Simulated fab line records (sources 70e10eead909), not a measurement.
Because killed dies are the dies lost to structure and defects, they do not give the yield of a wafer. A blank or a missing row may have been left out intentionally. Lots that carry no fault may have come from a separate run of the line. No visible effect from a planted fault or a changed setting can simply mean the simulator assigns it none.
3 desks looking at one fault	flow nand-harc	numbers are kept per desk, each desk with only its own; the story behind them comes last

THE DEFECT DESK
Per lot, the means of the sampled wafers with a number show what the inspections along the route counted. A lot is out of limits, marked OUT, if its mean lies more than 4 standard deviations from the usual mean; the brackets give that distance.
Columns: A = raw-defect-count at NHARC_HYBRID_BOND_INSPECT_06, usual 83
lot	first seen here	A
L145	day 23 19:06	148
L147	day 24 04:39	69
L146	day 24 11:11	57
L144	day 24 11:13	31
L150	day 25 13:21	112
L152	day 27 04:17	76
L161	day 30 08:28	45
L162	day 31 10:02	81
L163	day 31 19:22	84
L166	day 32 17:30	24
L164	day 32 23:43	70
L167	day 33 16:22	76
This desk's verdict: no lot among the 12 shows anything out of limits.

METROLOGY DESK
Lot by lot, what the gauges showed, no matter which tool ran the lot: averages of those sampled wafers that carry a number. A lot is out of limits, marked OUT, if its mean lies more than 4 standard deviations from the usual mean; the brackets give that distance.
Columns: A = thk-nm at NHARC_THIN_TSV_THK_MEAS_02, usual 2967 nm
lot	first seen here	A
L145	day 23 20:46	2759
L147	day 24 06:18	2976
L146	day 24 14:01	3064
L144	day 24 15:13	3077
L150	day 25 17:22	3138
L152	day 27 05:56	1706 (-5.7) OUT
L161	day 30 11:54	2840
L162	day 31 11:39	3048
L163	day 32 01:31	2866
L166	day 32 20:39	3297
L164	day 33 01:22	3081
L167	day 33 17:59	2867
This desk finds L152 out of limits, L152 being first, at day 27 05:56 (thk-nm at NHARC_THIN_TSV_THK_MEAS_02). Within limits: L145, L147, L146, L144, L150, L161, L162, L163, L166, L164, L167.

DESK OF THE TOOL OWNER: grinder-01
The tool's own readings at NHARC_THIN_TSV_GRIND_00: means of the sampled wafers that have a number, for each lot that ran on this tool. A lot is out of limits, marked OUT, if its mean lies more than 4 standard deviations from the usual mean; the brackets give that distance.
Columns: A = motor-current-A at NHARC_THIN_TSV_GRIND_00, usual 12.000 A
lot	first seen here	A
L145	day 23 19:16	12.016
L147	day 24 04:49	11.993
L146	day 24 12:56	11.997
L144	day 24 14:07	11.989
L150	day 25 16:04	12.003
L152	day 27 04:50	12.025
L161	day 30 10:25	12.006
L162	day 31 10:11	12.000
L163	day 32 00:12	12.007
L166	day 32 19:11	11.997
L164	day 32 23:52	11.993
L167	day 33 16:55	11.999
This desk's verdict: no lot among the 12 shows anything out of limits.

TAKEN TOGETHER
An alarm was possible from the metrology desk at day 27 05:56, on L152.
The defect desk saw nothing out of limits.
The tool owner's desk saw nothing out of limits.
The defect desk has L152 on record, within its limits.
The tool owner's desk has L152 on record, within its limits.
On grinder-01, each named lot ran NHARC_THIN_TSV_GRIND_00.

WHAT THE SIMULATOR HAD PUT IN
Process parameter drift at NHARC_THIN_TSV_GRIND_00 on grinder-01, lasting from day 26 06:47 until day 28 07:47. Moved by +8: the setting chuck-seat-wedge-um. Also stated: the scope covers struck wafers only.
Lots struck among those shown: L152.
Delay in hours, fault start to first out-of-limits reading, per desk: metrology desk 23.
